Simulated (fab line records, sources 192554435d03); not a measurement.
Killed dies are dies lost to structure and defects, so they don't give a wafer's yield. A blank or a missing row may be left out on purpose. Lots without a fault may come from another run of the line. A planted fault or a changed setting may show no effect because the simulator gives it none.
Split-lot experiment | flow n5_finfet | 7 lots, 39 wafers read, on a route of 1938 steps

THE SPLIT
At N5_BEOL_M6_TRENCH_ETCH_37 (etches SiCOH lowk in C4F6/O2, target depth 94.435 nm, time 31.5 s), the setting time_s was moved away from the recipe's 31.5 s on 15 of the 39 wafers read, by -46.5% to +52.8%. The other wafers ran this setting at the recipe's value.

FROM THE SPLIT TO THE READING: what the file shows between them, 8 steps
- N5_BEOL_M6_ETCH_41: etches SiCN in CH3F/O2, target depth 29.7 nm, time 52 s
- N5_BEOL_M6_STRIP_80: strips in N2/H2, time 10 s
- N5_BEOL_M6_OCD_MEAS_38
- N5_BEOL_M6_HM_STRIP_39: strips TiN in peroxide tin strip, target depth 25 nm, time 158 s
- N5_BEOL_M6_SRD_40: time 30 s
- N5_BEOL_M6_ECD_50: material Cu, target thk 300 nm
- N5_BEOL_M6_ANNEAL_51: time 90 s
- N5_BEOL_M6_CMP_52: polishes, stops on SiCOH lowk, t overpolish 6.9 s, target thk 80 nm

THE READING
M6_THK, in nm, at N5_BEOL_M6_THK_MEAS_53 (measures by xrf). Fault-free wafers of this fab line usually give 80.8 nm, standard deviation 2.3 nm.

wafer  | tool, chamber at the split | time_s as run, s | against the recipe | M6_THK, nm | against lot-mates on the recipe
L075.1 | rie_diel-05, 3             | 31.5             | recipe             | 77.3       | -
L075.2 | rie_diel-05, 2             | 31.5             | recipe             | 80.3       | -
L075.3 | rie_diel-05, 1             | 16.85            | -46.5%             | 36.3       | -42.7
L075.4 | rie_diel-05, 0             | 16.85            | -46.5%             | 37.5       | -41.5
L075.5 | rie_diel-05, 2             | 31.5             | recipe             | 79.5       | -
L075.6 | rie_diel-05, 3             | 16.85            | -46.5%             | 37.7       | -41.3
L079.1 | rie_diel-06, 1             | 31.5             | recipe             | 83.3       | -
L079.2 | rie_diel-06, 2             | 31.5             | recipe             | 80.0       | -
L079.3 | rie_diel-06, 3             | 31.5             | recipe             | 82.8       | -
L079.4 | rie_diel-06, 0             | 31.5             | recipe             | 79.0       | -
L079.5 | rie_diel-06, 3             | 31.5             | recipe             | 80.7       | -
L079.6 | rie_diel-06, 0             | 31.5             | recipe             | 77.0       | -
L082.1 | rie_diel-05, 0             | 48.14            | +52.8%             | 124.6      | +44.2
L082.2 | rie_diel-05, 2             | 31.5             | recipe             | 80.4       | -
L082.3 | rie_diel-05, 1             | 31.5             | recipe             | 80.8       | -
L082.4 | rie_diel-05, 0             | 48.14            | +52.8%             | 128.7      | +48.3
L082.5 | rie_diel-05, 1             | 48.14            | +52.8%             | 129.9      | +49.5
L082.6 | rie_diel-05, 2             | 31.5             | recipe             | 80.1       | -
L087.1 | rie_diel-05, 0             | 39.36            | +25.0%             | 100.3      | +18.4
L087.2 | rie_diel-05, 1             | 39.36            | +25.0%             | 107.1      | +25.2
L087.3 | rie_diel-05, 2             | 31.5             | recipe             | 83.8       | -
L087.4 | rie_diel-05, 1             | 31.5             | recipe             | 85.0       | -
L087.5 | rie_diel-05, 0             | 31.5             | recipe             | 76.9       | -
L087.6 | rie_diel-05, 2             | 39.36            | +25.0%             | 103.7      | +21.8
L095.1 | rie_diel-06, 3             | 17.95            | -43.0%             | 38.2       | -44.6
L095.2 | rie_diel-06, 0             | 17.95            | -43.0%             | 38.1       | -44.7
L095.3 | rie_diel-06, 1             | 31.5             | recipe             | 83.2       | -
L095.4 | rie_diel-06, 2             | 17.95            | -43.0%             | 40.5       | -42.3
L095.5 | rie_diel-06, 1             | 31.5             | recipe             | 83.9       | -
L095.6 | rie_diel-06, 0             | 31.5             | recipe             | 81.3       | -
L094.1 | rie_diel-04, 0             | 31.5             | recipe             | 80.6       | -
L094.3 | rie_diel-04, 3             | 31.5             | recipe             | 79.7       | -
L094.6 | rie_diel-04, 2             | 31.5             | recipe             | 79.0       | -
L096.1 | rie_diel-04, 1             | 17.24            | -45.3%             | 37.2       | -42.4
L096.2 | rie_diel-04, 2             | 31.5             | recipe             | 78.8       | -
L096.3 | rie_diel-04, 3             | 31.5             | recipe             | 80.8       | -
L096.4 | rie_diel-04, 3             | 17.24            | -45.3%             | 40.0       | -39.6
L096.5 | rie_diel-04, 2             | 31.5             | recipe             | 79.3       | -
L096.6 | rie_diel-04, 1             | 17.24            | -45.3%             | 39.1       | -40.5

THE FIT
A straight line over all 39 wafers: M6_THK changes by +0.924 nm for each +1% of time_s; r = +1.00; the points scatter about the line by 2.2 nm.
The same after taking each lot's own level away (the mean of its wafers on the recipe; 39 wafers): +0.919 nm for each +1%; r = +1.00; scatter 2.3 nm.
On that fit, the largest move of time_s shifts the reading by 49 nm.
The lots' own levels span 79.03 to 82.80 nm, that is 1.6 times the standard deviation above.
So the lot-to-lot level changes the slope little: the two slopes agree.
Check: with one of the wafers moved furthest among these (+52.8%) left out of the fit, the line predicts +48.8 nm for it against its lot-mates. It came out at +44.2 nm against them.

THE WHOLE CHAIN: every reading that the file lists as answering this split, in the file's order
step                      | what it does                                                        | reading                                                                          | change (the file's fit)                                                              | r (the file's)
N5_BEOL_M6_TRENCH_ETCH_37 | etches SiCOH lowk in C4F6/O2, target depth 94.435 nm, time 31.5 s   | etch.depth_nm (the simulator's own value, which no gauge read)                   | +0.945 nm for each +1% of the setting                                                | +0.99
N5_BEOL_M6_TRENCH_ETCH_37 | etches SiCOH lowk in C4F6/O2, target depth 94.435 nm, time 31.5 s   | BEOL_M6.feature_depth_nm (the simulator's own value, which no gauge read)        | +0.945 nm for each +1% of the setting                                                | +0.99
N5_BEOL_M6_TRENCH_ETCH_37 | etches SiCOH lowk in C4F6/O2, target depth 94.435 nm, time 31.5 s   | TiN_of_BEOL_M6_HM_DEP_02.thk_nm (the simulator's own value, which no gauge read) | -0.0327 nm for each +1% of the setting                                               | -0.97
N5_BEOL_M6_OCD_MEAS_38    |                                                                     | trench_depth_nm                                                                  | +0.943 nm for each +1% of the setting                                                | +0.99
N5_BEOL_M6_CMP_52         | polishes, stops on SiCOH lowk, t overpolish 6.9 s, target thk 80 nm | Cu_of_BEOL_M6_ECD_50.thk_nm (the simulator's own value, which no gauge read)     | +0.925 nm for each +1% of the setting                                                | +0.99
N5_BEOL_M6_THK_MEAS_53    | measures by xrf                                                     | M6_THK                                                                           | +0.921 for each +1% of the setting                                                   | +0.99
N5_BEOL_M6_RS_MEAS_57     | measures by four-point-probe                                        | M6_RS                                                                            | not straight: 0.744 at the lowest setting, 0.283 at the recipe, 0.166 at the highest | not given

THE FILE'S OWN FIT
M6_THK changes by +0.921 nm for each +1% of time_s, r = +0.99.
